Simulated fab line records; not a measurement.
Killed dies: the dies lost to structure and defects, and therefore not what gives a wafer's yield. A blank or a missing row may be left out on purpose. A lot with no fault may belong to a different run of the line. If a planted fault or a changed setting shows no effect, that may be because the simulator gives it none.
fab line records	flow n5-finfet
record lots=4	wafers=12	last-day=19
route steps=1938 shown FIN_CUT@178 STI_FIN_REVEAL@183 DUMMY_GATE@212 BEOL_M4@1111
lots with no fault: from the same line, run without faults
start-h: hours from the record's opening day to when the first of the lot's shown wafers began	wait-h: hours elapsed since this lot's preceding step	" repeats the value in the row above	L1.1+2: a row that stands for several wafers	- no value, or no start was given	* or withheld: withheld	< > ~ a bound
route shown NAME@n: names a module that has steps shown in the file, with the first one's number in the route	usual: average and standard deviation across the fault-free wafers	same: alike in all rows	chamber/n: place in a boat	sites: readings site by site	_std_site: the values' standard deviation	_edge_site: mean of outer sites minus mean of inner sites	radius-mm: how far each site lies from the wafer's centre	mask NAME#n: copy n	behind: tool/chamber where the wafer was last shaped	hold: what put the lot on hold/how long, in hours/how the hold closed	device: transistor that didn't switch, given as n, p or np	end of line: at the end of the route, the tests of the same wafers	step lacking rows: just its recipe	killed: dies that structure and defects cost at the first sort, which is not the same as the wafer's yield	map: dies across one wafer; x = killed, . = not, _ = none there
set.NAME: the setting the step ran with; set.NAME@STEP: the setting that earlier step ran with	model.NAME: the simulator's own value behind a step, which no gauge read
certain route steps with their lots: each step a table, each wafer a row
services: a tool's chamber out of use, with start hour (start-h, from the record's first day; less than 0 if before it), hours out, and reason
## steps
# step N5_FIN_CUT_STRIP_22
# recipe chemistry=N2/H2	power-w=500	temp-c=40	pressure-mtorr=50	rf-frequency-hz=6e+07	overash-fraction=0.3	bias-power-w=8	h2-frac=0.5	n2-flow-sccm=300	h2-flow-sccm=300
# step N5_FIN_CUT_PRECLEAN_36
# recipe chemistry=O3/DIW	time-s=60	temp-c=22	o3-ppm=10
# step N5_FIN_CUT_SRD_32
# recipe dry=ipa-marangoni	time-s=30	temp-c=23	rinse-liquid=diw
# step N5_FIN_CUT_UV_OZONE_34
# recipe time-s=120	pressure-torr=760	temp-c=25
# step N5_STI_FIN_REVEAL_ALD_00
# recipe material=SiO2	target-thk-a=10	temp-c=300	ald-precursor-family=BDEAS	ald-co-reactant=O2-plasma	pulse-time-s=1	pressure-torr=2
# step N5_STI_FIN_REVEAL_ALD_14
# recipe material=Si3N4	target-thk-a=30	temp-c=400	ald-precursor-family=SiH2I2	ald-co-reactant=N2/H2-plasma	pressure-torr=2
# step N5_STI_FIN_REVEAL_FCVD_FILL_01
# recipe material=SiO2_flowable	target-thk-a=3120	temp-c=100	pressure-torr=0.8	rf-w=2000	time-s=512.2
# step N5_STI_FIN_REVEAL_DENSIFY_02
# recipe temp-c=650	ambient=steam	time-s=1800	idle-temp-c=400	densification-p-h2o-torr=640
# step N5_STI_FIN_REVEAL_CMP_04
# recipe stop-on=Si3N4	t-overpolish-s=4	down-force-psi=2	platen-rpm=54.18	post-cmp-clean=alkaline-brush	pad-velocity-m-s=1.078	target-thk-nm=131.83
# step N5_STI_FIN_REVEAL_DENSIFY_30
# recipe temp-c=*	time-s=*	ambient=N2	idle-temp-c=600	ramp-up-c-per-s=150	ramp-down-c-per-s=60	cool-to-c=600
# step N5_STI_FIN_REVEAL_ETCHBACK_08
# recipe chemistry=C4F6/O2	target=SiO2	target-depth-a=305	time-s=10.167	ion-energy-ev=250	pressure-mtorr=30	source-w=345	bias-w=185	Ar_flow_sccm=300	C4F6_flow_sccm=10	O2_flow_sccm=10
# usual drypump-motor-current-A=5.5/0.35	oes-product-au=0.84/0.096	rf-vpp-V=666/10	showerhead-plenum-p-Torr=2.90/0.076	throttle-valve-pct=21.13/0.16
lot.wafer	tool	chamber	start-h	wait-h	drypump-motor-current-A	oes-product-au	rf-hours-counter-h	rf-vpp-V	showerhead-plenum-p-Torr	throttle-valve-pct
L781.4	rie-diel-04	3	99.49	0.1	5.6	0.91	27	661	2.90	21.14
L781.5	"	3	"	"	5.6	0.90	-	662	2.90	21.15
L781.6	"	0	"	"	5.8	0.73	-	660	2.82	21.23
L790.4	rie-diel-04	1	156.02	0.1	5.4	0.91	-	653	2.79	21.08
L790.5	"	0	"	"	5.8	0.71	-	660	2.81	21.24
L790.6	"	2	"	"	5.4	0.88	-	653	2.89	21.19
L791.1	rie-diel-02	2	161.46	0.2	5.5	0.72	174	680	2.83	21.08
L791.4	"	1	"	"	4.7	0.82	88	666	2.88	21.40
L791.5	"	1	"	"	4.7	0.83	-	665	2.88	21.43
L792.1	rie-diel-04	1	172.64	0.2	5.4	0.90	32	654	2.78	21.08
L792.2	"	3	"	"	5.6	0.86	48	661	2.89	21.17
L792.3	"	0	"	"	5.8	0.70	220	660	2.81	21.26
# step N5_STI_FIN_REVEAL_STRIP_24
# recipe chemistry=N2/H2	time-s=90	power-w=100	temp-c=40	pressure-mtorr=100	rf-frequency-hz=6e+07	bias-power-w=3	n2-flow-sccm=300	h2-flow-sccm=300
# step N5_STI_FIN_REVEAL_PRECLEAN_25
# recipe chemistry=SPM	time-s=90	temp-c=120	mix=4:1
# step N5_STI_FIN_REVEAL_PRECLEAN_26
# recipe chemistry=SC1	time-s=45	temp-c=46	mix=1:2:100
# step N5_STI_FIN_REVEAL_PRECLEAN_29
# recipe chemistry=DHF	time-s=30	temp-c=25	dilution=300:1
# step N5_STI_FIN_REVEAL_SRD_12
# recipe time-s=30	temp-c=23	rinse-liquid=diw	dry=ipa-marangoni
# step N5_STI_FIN_REVEAL_RECESS_09
# recipe chemistry=HF/NH3	target=SiO2	afs-cycles=11	target-depth-a=425	temp-c=30	sublimation-temp-c=180	sublimation-time-s=60
# step N5_STI_FIN_REVEAL_STRIP_16
# recipe chemistry=H3PO4	material=SiNx	temp-c=165	target-depth-a=238	overetch-fraction=0.4964	dry=ipa-marangoni
# step N5_STI_FIN_REVEAL_PRECLEAN_17
# recipe chemistry=NF3:NH3	afs-cycles=1	temp-c=30	time-s=20	sublimation-temp-c=180	sublimation-time-s=60	pressure-torr=3	rf-power-w=30
# step N5_STI_FIN_REVEAL_ETCH_34
# recipe chemistry=H2	mode=isotropic	material=Si	target=Si	target-depth-a=9.7	temp-c=20	pressure-mtorr=4.5	icp-w=300	bias-w=0	h2-flow-sccm=7.5	he-flow-sccm=142.5
# step N5_STI_FIN_REVEAL_OXIDATION_31
# recipe chemistry=O2_PLASMA_REMOTE	temp-c=150	time-s=20	pressure-mtorr=1000	source-power-w=2000	o2-flow-sccm=3000
# step N5_STI_FIN_REVEAL_PRECLEAN_32
# recipe chemistry=NF3:NH3	afs-cycles=1	temp-c=30	time-s=20	sublimation-temp-c=180	sublimation-time-s=60	pressure-torr=3	rf-power-w=30
# step N5_STI_FIN_REVEAL_STRIP_35
# recipe chemistry=H3PO4	material=Si3N4	temp-c=165	target-depth-a=40	time-s=39
# step N5_STI_FIN_REVEAL_SRD_21
# recipe dry=ipa-marangoni	time-s=30	temp-c=23	rinse-liquid=diw
# step N5_STI_FIN_REVEAL_OXIDATION_33
# recipe chemistry=O2_PLASMA_REMOTE	temp-c=150	time-s=20	pressure-mtorr=1000	source-power-w=2000	o2-flow-sccm=3000
# step N5_STI_FIN_REVEAL_CLEAN_19
# recipe chemistry=O3/DIW	temp-c=25	time-s=120	o3-ppm=10
# step N5_STI_FIN_REVEAL_SRD_23
# recipe dry=ipa-marangoni	time-s=30	temp-c=23	rinse-liquid=diw
# step N5_STI_FIN_REVEAL_FIN_H_MEAS_10
# usual trench-depth-nm=52.2/0.59
lot.wafer	tool	chamber	start-h	wait-h	trench-depth-nm
L781.4	ocd-01	-	102.69	0.0	52.2
L781.5	"	-	"	"	52.4
L781.6	"	-	"	"	51.2
L790.4	ocd-02	-	158.96	0.0	66.0
L790.5	"	-	"	"	52.4
L790.6	"	-	"	"	53.6
L791.1	ocd-01	-	164.41	0.0	51.8
L791.4	"	-	"	"	51.7
L791.5	"	-	"	"	52.0
L792.1	ocd-01	-	175.77	0.0	64.5
L792.2	"	-	"	"	51.4
L792.3	"	-	"	"	51.2
# step N5_STI_FIN_REVEAL_PRECLEAN_18
# recipe chemistry=SC2	time-s=45	temp-c=35	mix=1:1:50
# step N5_STI_FIN_REVEAL_SRD_28
# recipe dry=ipa-marangoni	time-s=30	temp-c=23	rinse-liquid=diw
# step N5_DUMMY_GATE_PRECLEAN_00
# recipe chemistry=O3/DIW	time-s=60	temp-c=22	o3-ppm=10
# step N5_DUMMY_GATE_SRD_01
# recipe time-s=30	temp-c=23	rinse-liquid=diw	dry=ipa-marangoni
# step N5_DUMMY_GATE_ALD_02
# recipe material=SiO2	target-thk-a=20	temp-c=300	ald-precursor-family=BDEAS	ald-co-reactant=O2-plasma	pulse-time-s=1	pressure-torr=2
# step N5_DUMMY_GATE_CVD_03
# recipe material=a-Si	target-thk-a=1500	temp-c=530	precursor=SiH4	time-s=8042
# step N5_DUMMY_GATE_PRECLEAN_46
# recipe chemistry=DIW	time-s=89.5	temp-c=23
# step N5_DUMMY_GATE_SRD_47
# recipe dry-time-s=32	dry=n2-spin	spin-rpm=1500
# step N5_DUMMY_GATE_CMP_04
# recipe material=a-Si	post-cmp-clean=alkaline-brush
# step N5_BEOL_M4_RC_MEAS_101
# usual DIBL_N=36.2/1.2	DIBL_P=36.3/1.3	IOFF_N=0.155/0.019	IOFF_P=0.210/0.029	ION_N=677/8.6	ION_P=465/6.8	SS_N=71.4/0.48	SS_P=73.2/0.53	VT_N=249.9/2.4	VT_P=-250/3.2
lot.wafer	tool	chamber	start-h	wait-h	DIBL_N[mV/V]	DIBL_P[mV/V]	IOFF_N[nA/um]	IOFF_P[nA/um]	ION_N[uA/um]	ION_P[uA/um]	SS_N[mV/dec]	SS_P[mV/dec]	VT_N[mV]	VT_P[mV]
L781.4	prober-01	0	254.03	0.5	36.9	36.8	0.174	0.242	679	470	71.8	73.6	248.2	-248
L781.5	"	0	"	"	37.3	37.2	0.191	0.256	685	471	71.7	74.4	246.6	-248
L781.6	"	0	"	"	34.5	34.0	0.137	0.197	658	461	71.2	72.6	249.8	-251
L790.4	prober-02	0	304.20	0.5	32.9	33.3	0.115	0.148	728	463	70.5	71.9	250.7	-255
L790.5	"	0	"	"	34.5	34.9	0.122	0.162	659	449	71.0	72.6	253.1	-254
L790.6	"	0	"	"	35.7	36.6	0.144	0.180	679	456	72.0	72.5	248.1	-252
L791.1	prober-02	0	308.00	0.0	36.2	34.6	0.127	0.179	657	455	71.8	72.6	254.6	-251
L791.4	"	0	"	"	38.5	38.3	0.184	0.237	684	466	72.1	73.5	246.3	-250
L791.5	"	0	"	"	36.4	34.6	0.132	0.179	663	458	70.8	71.6	250.5	-254
L792.1	prober-02	0	329.04	0.0	34.4	34.2	0.148	0.189	736	473	70.9	72.7	247.4	-252
L792.2	"	0	"	"	35.7	35.3	0.148	0.196	665	455	71.2	72.5	251.8	-252
L792.3	"	0	"	"	38.5	37.9	0.202	0.232	680	461	72.1	74.5	247.8	-252
## services
tool	chamber	start-h	hours	kind
rie-diel-04	-	89.16	0.4	repair
rie-diel-02	0	113.52	7.3	repair
rie-diel-02	1	137.28	9.5	repair
rie-diel-04	3	144.66	14.2	repair
rie-diel-02	-	159.50	1.4	repair
## key
first-sign step=N5_STI_FIN_REVEAL_FIN_H_MEAS_10	reading=trench-depth-nm	direction=up	sigmas=22	usual=52.2	struck=65.3
effect step=N5_BEOL_M4_RC_MEAS_101	reading=ION_N	direction=up	sigmas=6.4	usual=677	struck=732
met-at N5_STI_FIN_REVEAL_ETCHBACK_08
struck-wafers L790.4,L792.1
fault kind=process-parameter-drift	tool=rie-diel-04	chamber=1	onset-h=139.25	steps=N5_STI_FIN_REVEAL_ETCHBACK_08	channel=time-s	offset=*	shape=step	end-h=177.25	acts-in=*	stated=*
